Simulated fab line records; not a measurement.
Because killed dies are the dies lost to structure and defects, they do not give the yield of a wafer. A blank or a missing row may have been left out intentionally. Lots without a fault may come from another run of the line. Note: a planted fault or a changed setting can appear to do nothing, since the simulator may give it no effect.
A struck lot beside a sound one ; flow n5 finfet ; 29 out of 1938 route steps
Sound: wafers L413.1, L413.3, L413.4. Struck: wafers L407.1, L407.6. (L407.2 of the same lot was not struck and is left out.) The cause comes at the end.
Per side, at each step with rows, come the tool, then ch with its chambers, and then its first start. Under that, the readings that differ: sound wafers ; struck wafers ; difference of the means ; sigmas: that difference in standard deviations of wafers without a fault.
alike: readings with means less than 2 such deviations apart, plus words and numbers identical on both sides. not compared: withheld readings, readings lacking a value on some wafer, bounds such as >300 that could conceal the same value, and numbers that have no deviation in the record and whose values overlap.
A row with sigmas, a row that says differs or no value, or rows on one side alone: a step with any of these is where the two part. Numbers that don't overlap but have no deviation are shown without sigmas and don't part them. A reading missing from all wafers of one side parts the sides only when that side holds two or more wafers.

first, 9 steps without rows for these wafers: N5_BEOL_M0_SAQP_EXPOSE_37 (exposes mask M0 CUT1, target cd 30 nm); N5_BEOL_M0_SAQP_PEB_38 (peb time 60 s); N5_BEOL_M0_SAQP_DEVELOP_39 (develop time 30 s); N5_BEOL_M0_SAQP_DESCUM_45 (chemistry O2, time 7 s); N5_BEOL_M0_SAQP_ETCH_88 (etches underlayer in N2/H2, target depth 6.5 nm, time 5.2 s); N5_BEOL_M0_SAQP_ETCH_73 (etches SiARC in CF4, target depth 19.5 nm, time 32.5 s); N5_BEOL_M0_SAQP_CUT_ETCH_46 (etches SOC in N2/H2, target depth 135 nm, overetch 27 nm, time 202.5 s); N5_BEOL_M0_SAQP_STRIP_74 (strips in N2/H2); N5_BEOL_M0_SAQP_STRIP_89 (strips in N2/H2).
N5_BEOL_M0_SAQP_ALD_48: deposits SiO2, target thk 20 nm, pulse time 1 s, co reactant pulse time 1 s.
  sound on ald sin-03 ch 0,1,3, day 11 01:47; struck on ald sin-02 ch 1,2, day 9 15:09
reading;sound;struck;difference;sigmas
ald cycles;139 139 139;154 154;+15;
model.SiO2_of_BEOL_M0_SAQP_ALD_48.thk nm (nm);20 20 20;22.2 22.2;+2.2;
  alike: heater power w, precursor pulse height rel, susceptor temp C
then, 15 steps without rows for these wafers: N5_BEOL_M0_SAQP_ETCH_49 (etches SiO2 in CF4/O2, target depth 37 nm); N5_BEOL_M0_SAQP_STRIP_75 (strips in CF4); N5_BEOL_M0_CUTY_COAT_50 (time 60 s, resist thk 15 nm); N5_BEOL_M0_CUTY_COAT_51 (resist thk 150 nm); N5_BEOL_M0_CUTY_EBR_52; N5_BEOL_M0_CUTY_SOFTBAKE_53 (time 60 s); N5_BEOL_M0_CUTY_EXPOSE_54 (exposes mask M0 ABLK); N5_BEOL_M0_CUTY_PEB_55 (peb time 60 s); N5_BEOL_M0_CUTY_DEVELOP_56 (develop time 30 s); N5_BEOL_M0_CUTY_DESCUM_61 (chemistry O2, time 7.9 s); N5_BEOL_M0_CUTY_ETCH_62 (etches SiARC in CF4, time 58.5 s); N5_BEOL_M0_CUTY_ETCH_63 (etches SOC in N2/H2, target depth 82.7 nm, overetch 16.5 nm, time 124 s); N5_BEOL_M0_CUTY_STRIP_64 (strips in N2/H2); N5_BEOL_M0_ETCH_138 (etches SiCN in CH3F/O2, target depth 12 nm, time 31.6 s); N5_BEOL_M0_HM_OPEN_105 (chemistry Cl2/BCl3, target TiN, target depth 12 nm).
N5_BEOL_M0_STRIP_140: strips in CF4.
  sound on rie diel-06 ch 0,1,2, day 11 05:04; struck on rie diel-03 ch 0,3, day 9 17:10
reading;sound;struck;difference;sigmas
model.SiO2_of_BEOL_M0_SAQP_ALD_48.thk nm (nm);10.2 11 10.4;11.8 12.4;+1.6;
  alike: drypump motor current A, oes product au, rf vpp V, showerhead plenum p Torr, throttle valve pct
  not compared: rf hours counter h
then, 1 step without rows for these wafers: N5_BEOL_M0_STRIP_104 (strips in N2/H2).
-- record jumps: 2 days separate the struck wafers' starts on either side; left off in module BEOL_M0, taken up again in module BEOL_M4, whose first shown step is the route's number 1111 --
N5_BEOL_M4_RC_MEAS_101:
  sound on prober-02 ch 0, day 13 22:43; struck on prober-01 ch 0, day 11 19:35
reading;sound;struck;difference;sigmas
ION_P (uA/um);476 466 469;450 455;-18;-2
  alike: DIBL_N, DIBL_P, IOFF_N, IOFF_P, ION_N, SS_N, SS_P, VT_N, VT_P
following that, these wafers have no rows for 1 step: N5_PASSIVATION_PROBE_49.

WHERE THEY PART
Only at N5_BEOL_M4_RC_MEAS_101, within this record.

WHY: whatever the simulator had introduced
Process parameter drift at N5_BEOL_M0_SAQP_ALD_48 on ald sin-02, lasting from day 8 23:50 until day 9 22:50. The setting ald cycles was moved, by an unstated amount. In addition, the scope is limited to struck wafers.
